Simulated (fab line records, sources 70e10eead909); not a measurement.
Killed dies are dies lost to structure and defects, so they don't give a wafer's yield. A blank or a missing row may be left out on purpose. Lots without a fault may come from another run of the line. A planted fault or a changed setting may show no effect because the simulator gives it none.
fab line records | flow nand_harc
record lots=7 wafers=21 last_day=34
route steps=1302 shown P_M2@328
lots that met no fault: from a run of the same line without faults
start_h: hours from the record's first day to the start of the lot's first wafer shown | wait_h: hours since the lot's step before | " the same as in the row above | L1.1+2: a row that stands for several wafers | - no value, or no start given | * or withheld: withheld | < > ~ a bound
route shown NAME@n: a module of which the file shows steps, and the number in the route of the first | usual: mean/standard deviation of fault-free wafers | same: alike in all rows | chamber/n: place in a boat | sites: the reading at each site | _std_site: their standard deviation | _edge_site: outer sites' mean less inner sites' | radius_mm: how far each site lies from the wafer's centre | mask NAME#n: copy n | behind: the tool/chamber that last shaped the wafer | hold: why the lot was held/for how many hours/how that ended | device: the transistor (n, p or np) that didn't switch | end of line: the same wafers' tests at the end of the route | a step without rows: its recipe alone | killed: dies lost to structure and defects at the first sort, not the wafer's yield | map: a wafer's dies, x killed, . not, _ none there
set.NAME: the setting as run; set.NAME@STEP: as run at that earlier step | model.NAME: the simulator's own value behind a step, which no gauge read
lots at some steps of the route; a table a step, a row a wafer
services: from which hour (start_h, from the record's first day; less than 0 if before it) a tool's chamber was out of use, for how many hours, and why
## steps
# step NHARC_P_M2_CD_MEAS_09
# recipe target_cd_nm=170 landing_energy_ev=500
# usual cd_nm=170.2/0.44
# same landing_energy_ev=500
# columns lot.wafer tool chamber start_h wait_h cd_nm
L837.2 cd_sem-01 0 168.79 - 170.4
L837.3 " 0 " " 170.0
L837.6 " 0 " " 170.5
L842.1 cd_sem-02 0 218.46 - 169.2
L842.2 " 0 " " 170.1
L842.5 " 0 " " 169.8
L846.1 cd_sem-03 0 273.03 - 170.3
L846.3 " 0 " " 171.0
L846.4 " 0 " " 170.4
L847.1 cd_sem-01 0 274.00 - 170.5
L847.4 " 0 " " 170.5
L847.6 " 0 " " 170.0
L849.4 cd_sem-01 0 293.40 - 169.8
L849.5 " 0 " " 169.5
L849.6 " 0 " " 169.7
L853.3 cd_sem-03 0 330.91 - 170.4
L853.5 " 0 " " 170.4
L853.6 " 0 " " 170.4
L856.1 cd_sem-03 0 357.36 - 170.7
L856.3 " 0 " " 171.2
L856.5 " 0 " " 170.6
# step NHARC_P_M2_OVL_MEAS_10
# recipe pitch_nm=340
# usual overlay_x_nm=0.0/0.9 overlay_y_nm=0.1/0.64
# columns lot.wafer tool chamber start_h wait_h overlay_x_nm overlay_y_nm
L837.2 overlay-02 - 168.87 - -0.7 -0.2
L837.3 " - " " -0.6 -0.8
L837.6 " - " " -0.1 -0.6
L842.1 overlay-02 - 218.55 - 0.5 -0.3
L842.2 " - " " 0.9 0.0
L842.5 " - " " 0.9 -0.8
L846.1 overlay-02 - 273.12 - 0.2 0.0
L846.3 " - " " 0.0 0.0
L846.4 " - " " 0.6 0.8
L847.1 overlay-01 - 274.09 - -0.8 -0.5
L847.4 " - " " -0.4 -0.6
L847.6 " - " " -0.9 -0.4
L849.4 overlay-01 - 293.48 - -0.6 0.3
L849.5 " - " " -0.1 0.8
L849.6 " - " " -1.0 0.2
L853.3 overlay-01 - 331.00 - -0.4 -0.6
L853.5 " - " " -0.4 0.0
L853.6 " - " " -1.0 0.4
L856.1 overlay-02 - 357.45 - 0.3 0.5
L856.3 " - " " 0.3 0.6
L856.5 " - " " 0.0 0.3
# step NHARC_P_M2_INSPECT_11
# usual raw_defect_count=4.6/2.8
# columns lot.wafer tool chamber start_h wait_h raw_defect_count
L837.2 defect_inspect-01 - 168.91 0.0 4
L837.3 " - " " 4
L837.6 " - " " 2
L842.1 defect_inspect-01 - 218.59 0.0 4
L842.2 " - " " 11
L842.5 " - " " 6
L846.1 defect_inspect-02 - 273.16 0.0 3
L846.3 " - " " 6
L846.4 " - " " 4
L847.1 defect_inspect-02 - 274.13 0.0 3
L847.4 " - " " 6
L847.6 " - " " 3
L849.4 defect_inspect-02 - 293.52 0.0 12
L849.5 " - " " 10
L849.6 " - " " 13
L853.3 defect_inspect-02 - 331.03 0.0 7
L853.5 " - " " 2
L853.6 " - " " 0
L856.1 defect_inspect-02 - 357.49 0.0 4
L856.3 " - " " 7
L856.5 " - " " 5
# step NHARC_P_M2_DESCUM_14
# recipe time_s=3 o2_flow_sccm=200 ar_flow_sccm=0 bias_power_w=0 chemistry=O2
# step NHARC_P_M2_ETCH_35
# recipe target_depth_a=400 overetch_a=120 time_s=43.94 ion_energy_ev=200 n2_flow_sccm=150 h2_flow_sccm=150 ar_flow_sccm=0 rf_w=400 bias_w=150 chemistry=N2/H2
# step NHARC_P_M2_ETCH_15
# recipe target_depth_a=1825 time_s=91.2 c4f8_flow_sccm=withheld ar_flow_sccm=400 rf_w=600 bias_w=300 chemistry=C4F8/Ar
# usual oes_product_au=0.946/0.025 rf_fwd_power_W=596.3/1.8 rf_vpp_V=440.6/3
# columns lot.wafer tool chamber start_h wait_h oes_product_au rf_fwd_power_W rf_hours_counter_h rf_vpp_V
L837.3 rie_diel-04 3 - - 0.907 592.6 7.8 445.2
L837.2 " 1 " " 0.912 591.9 7.6 440.2
L837.6 " 3 " " 0.915 594.2 - 444.5
L842.1 rie_diel-11 1 - - 0.971 598.0 6.9 446.9
L842.2 " 0 " " 0.957 596.4 7.1 439.2
L842.5 " 2 " " 0.979 595.3 - 437.6
L846.3 rie_diel-04 3 - - 0.916 595.7 4.1 444.2
L846.1 " 1 " " 0.923 591.6 3.3 439.3
L846.4 " 2 " " 0.920 598.2 3.3 444.7
L847.4 rie_diel-11 2 - - 0.981 595.4 1.5 437.9
L847.1 " 3 " " 0.967 596.2 1.7 439.3
L847.6 " 0 " " 0.957 595.3 - 439.2
L849.4 rie_diel-04 2 - - 0.924 596.7 5.4 442.9
L849.6 " 3 " " 0.921 595.4 - 442.8
L849.5 " 0 " " 0.935 596.0 - 438.2
L853.3 rie_diel-11 1 - - 0.976 596.8 4.0 444.9
L853.6 " 1 " " 0.974 596.5 - 444.3
L853.5 " 2 " " 0.974 597.9 - 438.9
L856.1 rie_diel-08 3 - - 0.921 600.0 10.6 441.6
L856.3 " 1 " " 0.914 597.3 10.4 438.6
L856.5 " 3 " " 0.903 597.0 - 443.0
# step NHARC_P_M2_CD_MEAS_16
# usual cd_nm=170.2/0.55
# columns lot.wafer tool chamber start_h wait_h cd_nm
L837.2 cd_sem-03 - 169.28 - 170.4
L837.3 " - " " 169.3
L837.6 " - " " 170.1
L842.1 cd_sem-01 - 218.95 - 169.6
L842.2 " - " " 170.2
L842.5 " - " " 169.6
L846.1 cd_sem-02 - 273.52 - 170.2
L846.3 " - " " 171.0
L846.4 " - " " 170.0
L847.1 cd_sem-02 - 274.51 - 170.3
L847.4 " - " " 170.4
L847.6 " - " " 170.3
L849.4 cd_sem-01 - 293.89 - 169.6
L849.5 " - " " 169.1
L849.6 " - " " 170.2
L853.3 cd_sem-01 - 331.40 - 170.8
L853.5 " - " " 170.5
L853.6 " - " " 170.0
L856.1 cd_sem-01 - 358.50 - 170.8
L856.3 " - " " 171.4
L856.5 " - " " 171.9
# step NHARC_P_M2_STRIP_18
# recipe power_w=1000 n2_flow_sccm=150 h2_flow_sccm=150 ar_flow_sccm=0 bias_w=0 chemistry=N2/H2
# usual drypump_motor_current_A=5.6/0.34 oes_product_au=0.998/0.008 rf_fwd_power_W=997/3.2 rf_vpp_V=90.6/0.92 showerhead_plenum_p_Torr=2.04/0.09 throttle_valve_pct=14.171/0.0085
# columns lot.wafer tool chamber start_h wait_h drypump_motor_current_A oes_product_au rf_fwd_power_W rf_hours_counter_h rf_vpp_V showerhead_plenum_p_Torr throttle_valve_pct
L837.3 rie_diel-11 1 169.35 0.1 5.9 1.006 990 3.4 91.4 2.21 14.159
L837.2 " 0 " " 5.4 0.996 999 3.1 90.8 1.99 14.185
L837.6 " 1 " " 5.9 1.006 996 - 90.9 2.21 14.174
L842.2 rie_diel-11 0 219.03 0.1 5.3 0.993 995 7.2 89.9 1.99 14.165
L842.1 " 2 " " 5.7 1.006 996 7.6 90.1 1.94 14.184
L842.5 " 1 " " 5.9 1.004 999 - 89.4 2.21 14.171
L846.1 rie_diel-04 0 273.60 0.1 5.9 0.984 996 4.1 89.4 1.94 14.173
L846.4 " 1 " " 6.2 0.978 994 3.3 90.1 2.01 14.157
L846.3 " 2 " " 5.6 0.988 1005 3.4 90.8 2.11 14.169
L847.4 rie_diel-04 2 274.58 0.1 5.6 0.989 999 3.4 91.2 2.11 14.160
L847.1 " 3 " " 5.1 0.988 998 4.2 90.7 2.13 14.173
L847.6 " 2 " " 5.6 1.002 998 - 91.1 2.11 14.173
L849.4 rie_diel-08 1 293.96 0.1 5.5 0.990 989 5.7 89.9 1.97 14.170
L849.6 " 1 " " 5.5 0.991 993 - 90.1 1.97 14.155
L849.5 " 2 " " 5.5 0.991 997 - 90.2 1.94 14.158
L853.3 rie_diel-08 3 331.52 0.1 6.1 0.989 995 8.6 90.7 2.06 14.158
L853.6 " 1 " " 5.5 0.993 995 - 90.5 1.96 14.175
L853.5 " 2 " " 5.5 1.000 1002 - 89.1 1.94 14.181
L856.3 rie_diel-11 3 358.57 0.1 5.1 0.994 998 5.6 91.2 1.99 14.170
L856.1 " 0 " " 5.3 0.993 1000 4.7 91.8 1.98 14.186
L856.5 " 0 " " 5.3 0.996 1000 - 90.0 1.98 14.187
# step NHARC_P_M2_ETCH_28
# recipe target_depth_a=300 over_etch_frac=0.3 time_s=72.99 ion_energy_ev=150 cf4_flow_sccm=50 n2_flow_sccm=100 ar_flow_sccm=150 rf_w=300 bias_w=100 chemistry=CF4/N2
# usual drypump_motor_current_A=5.6/0.34 oes_product_au=0.996/0.0082 rf_fwd_power_W=297.6/0.97 rf_vpp_V=314.1/2.1 showerhead_plenum_p_Torr=2.63/0.11 throttle_valve_pct=19.794/0.0094
# columns lot.wafer tool chamber start_h wait_h drypump_motor_current_A oes_product_au rf_fwd_power_W rf_hours_counter_h rf_vpp_V showerhead_plenum_p_Torr throttle_valve_pct
L837.3 rie_diel-11 3 - - 5.1 1.010 296.5 3.8 313.8 2.57 19.797
L837.2 " 0 " " 5.3 1.000 297.7 3.1 314.0 2.56 19.790
L837.6 " 2 " " 5.7 1.000 297.6 - 312.1 2.51 19.786
L842.2 rie_diel-11 2 - - 5.7 1.000 298.1 7.6 311.3 2.50 19.793
L842.1 " 3 " " 5.1 1.003 297.1 7.8 313.4 2.56 19.807
L842.5 " 1 " " 5.9 1.006 299.7 - 317.5 2.82 19.782
L846.1 rie_diel-04 3 - - 5.2 0.998 296.0 4.2 314.7 2.73 19.794
L846.4 " 0 " " 5.8 1.004 297.6 4.2 311.9 2.51 19.798
L846.3 " 1 " " 6.2 0.990 297.1 3.3 314.0 2.59 19.807
L847.1 rie_diel-04 2 - - 5.6 0.983 297.9 3.5 314.7 2.71 19.799
L847.4 " 1 " " 6.2 0.980 298.6 3.4 313.8 2.59 19.788
L847.6 " 2 " " 5.6 0.987 296.8 - 314.2 2.71 19.805
L849.4 rie_diel-08 1 - - 5.5 0.993 296.9 5.8 312.3 2.54 19.810
L849.6 " 1 " " 5.5 1.004 297.3 - 312.6 2.54 19.786
L849.5 " 2 " " 5.5 1.009 296.8 - 312.1 2.51 19.804
L853.3 rie_diel-08 0 - - 5.9 0.987 298.0 9.1 317.3 2.78 19.794
L853.5 " 2 " " 5.4 1.000 298.0 - 312.1 2.51 19.786
L853.6 " 3 " " 6.1 0.994 298.2 - 314.6 2.65 19.800
L856.1 rie_diel-11 0 - - 5.3 0.997 297.7 4.8 312.7 2.56 19.786
L856.3 " 2 " " 5.7 0.997 299.7 4.7 313.4 2.50 19.788
L856.5 " 0 " " 5.3 0.996 299.5 - 312.7 2.56 19.793
# step NHARC_P_M2_STRIP_19
# recipe time_s=600 temp_c=30 chemistry=post_etch_residue_remover
# step NHARC_P_M2_DEGAS_29
# recipe temp_c=250 time_s=60
# step NHARC_P_M2_PRE_CLEAN_30
# recipe time_s=30 temp_c=280 gas=H2/He
# usual heater_power_w=395/36
# columns lot.wafer tool chamber start_h wait_h heater_power_w
L837.2 pvd_sputter-02 - - - 459
L837.3 " - " " 413
L837.6 " - " " 397
L842.1 pvd_sputter-03 - - - 403
L842.2 " - " " 364
L842.5 " - " " 404
L846.1 pvd_sputter-02 - - - 317
L846.3 " - " " 392
L846.4 " - " " 451
L847.4 pvd_sputter-03 - - - 367
L847.1 " - " " 403
L847.6 " - " " 405
L849.4 pvd_sputter-02 - - - 344
L849.6 " - " " 396
L849.5 " - " " 332
L853.3 pvd_sputter-03 - - - 385
L853.5 " - " " 394
L853.6 " - " " 405
L856.1 pvd_sputter-03 - - - 381
L856.3 " - " " 412
L856.5 " - " " 380
# step NHARC_P_M2_PVD_20
# recipe target_thk_a=50 bias_v=168.6 power_w=15000 chamber_pressure_pa=0.12 time_s=8.06 substrate_temp_c=50 material=TaN
# usual bias_v=168.7/1.7 cathode_dc_power_W=15000/2.6 chamber_pressure_pa=0.12/0.00025 throttle_valve_pct=30.2/1
# columns lot.wafer tool chamber start_h wait_h bias_v cathode_dc_power_W chamber_pressure_pa throttle_valve_pct
L837.3 pvd_sputter-02 - 170.10 - 167.2 14998 0.11983 30.7
L837.2 " - " " 165.7 15003 0.12044 28.8
L837.6 " - " " 168.4 15001 0.12016 30.9
L842.1 pvd_sputter-03 - 219.81 - 165.6 14999 0.12017 29.5
L842.2 " - " " 168.5 15006 0.12017 30.6
L842.5 " - " " 167.7 14996 0.12 30.9
L846.1 pvd_sputter-02 - 274.35 - - - - -
L846.4 " - " " - - - -
L846.3 " - " " - - - -
L847.4 pvd_sputter-03 - 275.39 - - - - -
L847.1 " - " " - - - -
L847.6 " - " " - - - -
L849.4 pvd_sputter-02 - 294.79 - - - - -
L849.6 " - " " - - - -
L849.5 " - " " - - - -
L853.3 pvd_sputter-03 - 332.25 - 170.2 14999 0.12009 29.7
L853.6 " - " " 169.7 15003 0.12008 30.9
L853.5 " - " " 168.8 14997 0.11979 30.3
L856.3 pvd_sputter-03 - 359.33 - 166.6 14998 0.12009 29.7
L856.1 " - " " 170.1 15002 0.11987 30.7
L856.5 " - " " 168.0 15001 0.1204 29.8
# step NHARC_P_M2_PVD_21
# recipe target_thk_a=300 chamber_pressure_pa=5 power_w=5000 substrate_temp_c=30 time_s=20.49 material=Cu
# usual cathode_dc_power_W=5000.0/0.83 chamber_pressure_pa=4.999/0.0092 throttle_valve_pct=30.2/1
# columns lot.wafer tool chamber start_h wait_h cathode_dc_power_W chamber_pressure_pa throttle_valve_pct
L837.3 pvd_sputter-02 - - - 4999.2 4.998 30.8
L837.2 " - " " 4999.3 5.011 28.9
L837.6 " - " " 4999.5 5.002 29.3
L842.2 pvd_sputter-03 - - - 5000.4 5.010 29.8
L842.1 " - " " 5000.8 5.002 30.1
L842.5 " - " " 4999.1 5.003 29.6
L846.3 pvd_sputter-02 - - - 5000.3 5.008 29.1
L846.1 " - " " 5000.6 5.002 30.7
L846.4 " - " " 5000.3 5.000 29.8
L847.4 pvd_sputter-03 - - - 5001.9 5.002 29.9
L847.1 " - " " 4999.0 4.991 30.2
L847.6 " - " " 4999.7 4.996 29.6
L849.4 pvd_sputter-02 - - - 4999.9 5.001 28.8
L849.6 " - " " 5000.3 5.000 29.9
L849.5 " - " " 5000.3 4.986 28.9
L853.3 pvd_sputter-03 - - - 4999.7 4.978 30.6
L853.6 " - " " 5001.1 4.985 30.9
L853.5 " - " " 5000.9 4.994 30.1
L856.1 pvd_sputter-03 - - - 4999.6 5.005 30.4
L856.3 " - " " 4999.7 4.996 30.9
L856.5 " - " " 4999.5 4.990 30.4
## services
# columns tool chamber start_h hours kind
pvd_sputter-02 - 145.49 0.6 repair
rie_diel-08 0 147.02 23.0 repair
rie_diel-04 - 164.10 0.3 repair
pvd_sputter-03 - 170.04 10.0 pm
rie_diel-08 3 175.05 12.2 repair
rie_diel-04 - 177.90 9.0 pm
rie_diel-08 2 180.09 9.1 repair
rie_diel-08 - 191.47 9.0 pm
rie_diel-04 0 206.37 1.6 repair
rie_diel-04 3 218.29 5.2 repair
rie_diel-04 - 231.93 2.4 repair
pvd_sputter-02 - 236.49 4.4 repair
rie_diel-11 0 254.83 8.0 repair
rie_diel-11 - 255.50 9.0 pm
rie_diel-11 0 265.06 3.6 repair
rie_diel-11 - 278.75 0.5 repair
pvd_sputter-02 - 282.00 10.0 pm
pvd_sputter-02 - 296.03 3.5 repair
pvd_sputter-03 - 297.02 1.9 repair
rie_diel-11 2 314.03 7.1 repair
pvd_sputter-02 - 341.99 8.0 repair
pvd_sputter-03 - 348.04 10.0 pm
rie_diel-04 - 354.90 9.0 pm
pvd_sputter-02 - 356.88 2.3 repair
## key
first_sign step=NHARC_P_M2_PVD_20 reading=tool_record direction=missing
effect none on later readings
met_at NHARC_P_M2_PVD_20
struck_wafers L846.1,L846.3,L846.4,L847.1,L847.4,L847.6,L849.4,L849.5,L849.6
later_rows_left_out L846.1,L846.3,L846.4,L847.1,L847.4,L847.6,L849.4,L849.5,L849.6
sort_left_out L846.1,L846.3,L846.4,L847.1,L847.4,L847.6,L849.4,L849.5,L849.6
onset_between 219.81 274.35
fault kind=skipped_step_whole tool=pvd_sputter-02,pvd_sputter-03 chamber=- onset_h=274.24 steps=NHARC_P_M2_PVD_20 scope=struck_lots_only
# sort_left_out: the simulated sort isn't trusted on such a fault, so these wafers' sort isn't shown, and their yield isn't known
# later_rows_left_out: the simulator's readings of these wafers behind a module that went badly wrong aren't trusted and aren't shown, but for the sort
